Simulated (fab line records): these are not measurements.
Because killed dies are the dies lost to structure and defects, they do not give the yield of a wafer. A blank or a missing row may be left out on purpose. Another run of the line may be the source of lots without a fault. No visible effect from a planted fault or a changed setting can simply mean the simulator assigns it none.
The same fault as seen by 3 desks    flow n5_finfet    each desk holds nothing but its own numbers, with what lay behind them at the end

## AT THE METROLOGY DESK
What the gauges read, lot by lot, whatever tool the lot ran on: means of the sampled wafers that have a number. If a lot's mean is further than 4 standard deviations from the usual mean, the lot is out of limits and carries the mark OUT (the distance appears in the brackets). Of its 12 readings 7 are shown: those that lie furthest out on some lot.
Columns: A = cd_nm at N5_FIN_CUT_CD_MEAS_08, usual 29.08 nm; B = FIN_CUT_OVL at N5_FIN_CUT_OVL_MEAS_09, usual 0.3 nm; C = DIBL_P at N5_BEOL_M4_RC_MEAS_101, usual 36.5 mV/V; D = IOFF_N at N5_BEOL_M4_RC_MEAS_101, usual 0.162 nA/um; E = SS_N at N5_BEOL_M4_RC_MEAS_101, usual 71.6 mV/dec; F = VT_N at N5_BEOL_M4_RC_MEAS_101, usual 249.2 mV; G = VT_P at N5_BEOL_M4_RC_MEAS_101, usual -249 mV
lot   first seen here  A      B     C     D      E     F      G
L458  day 2 03:41      29.05  0.4   35.4  0.161  71.6  248.8  -250
L460  day 2 15:52      29.08  0.1   35.6  0.134  71.0  253.1  -253
L467  day 4 10:34      28.94  0.2   35.5  0.156  71.5  248.0  -251
L471  day 5 09:34      28.74  0.4   38.1  0.190  71.8  248.5  -246
L475  day 6 08:29      29.16  -0.7  35.9  0.153  71.2  248.9  -252
L476  day 6 15:13      28.90  0.6   38.4  0.178  72.0  246.0  -247
Finding of this desk: none of the 6 lots has anything out of limits.

## FOR THE TOOL OWNER'S DESK: rie_diel-02
The tool's own readings at N5_FIN_CUT_CUT_ETCH_26 (etches SiNx in CH3F/O2, target depth 39 nm, time 55.7 s): means of the sampled wafers that have a number, for each lot that ran on this tool. If a lot's mean is further than 4 standard deviations from the usual mean, the lot is out of limits and carries the mark OUT (the distance appears in the brackets).
Columns: A = drypump_motor_current_A at N5_FIN_CUT_CUT_ETCH_26, usual 5.7 A; B = oes_product_au at N5_FIN_CUT_CUT_ETCH_26, usual 0.78 a.u.; C = rf_vpp_V at N5_FIN_CUT_CUT_ETCH_26, usual 297.1 V; D = showerhead_plenum_p_Torr at N5_FIN_CUT_CUT_ETCH_26, usual 2.00 Torr; E = throttle_valve_pct at N5_FIN_CUT_CUT_ETCH_26, usual 16.43 %
lot   first seen here  A    B     C      D     E
L458  day 2 04:26      5.6  0.81  295.6  1.99  16.38
L467  day 4 11:16      5.6  0.75  296.3  1.98  16.39
L471  day 5 10:09      5.5  0.75  295.4  1.98  16.50
Finding of this desk: none of the 3 lots has anything out of limits.

## THE DEFECT DESK
What the inspections along the route counted, lot by lot: means of the sampled wafers that have a number. If a lot's mean is further than 4 standard deviations from the usual mean, the lot is out of limits and carries the mark OUT (the distance appears in the brackets).
Columns: A = raw_defect_count at N5_FIN_CUT_INSPECT_10, usual 42
lot   first seen here  A
L458  day 2 03:47      46
L460  day 2 15:56      47
L467  day 4 10:40      43
L471  day 5 09:40      65
L475  day 6 08:35      47
L476  day 6 15:19      44
Finding of this desk: none of the 6 lots has anything out of limits.

## BROUGHT TOGETHER
Nothing out of limits was seen by the metrology desk.
Nothing out of limits was seen by the tool owner's desk.
The defect desk saw nothing out of limits.

## WHAT HAD BEEN PUT IN BY THE SIMULATOR
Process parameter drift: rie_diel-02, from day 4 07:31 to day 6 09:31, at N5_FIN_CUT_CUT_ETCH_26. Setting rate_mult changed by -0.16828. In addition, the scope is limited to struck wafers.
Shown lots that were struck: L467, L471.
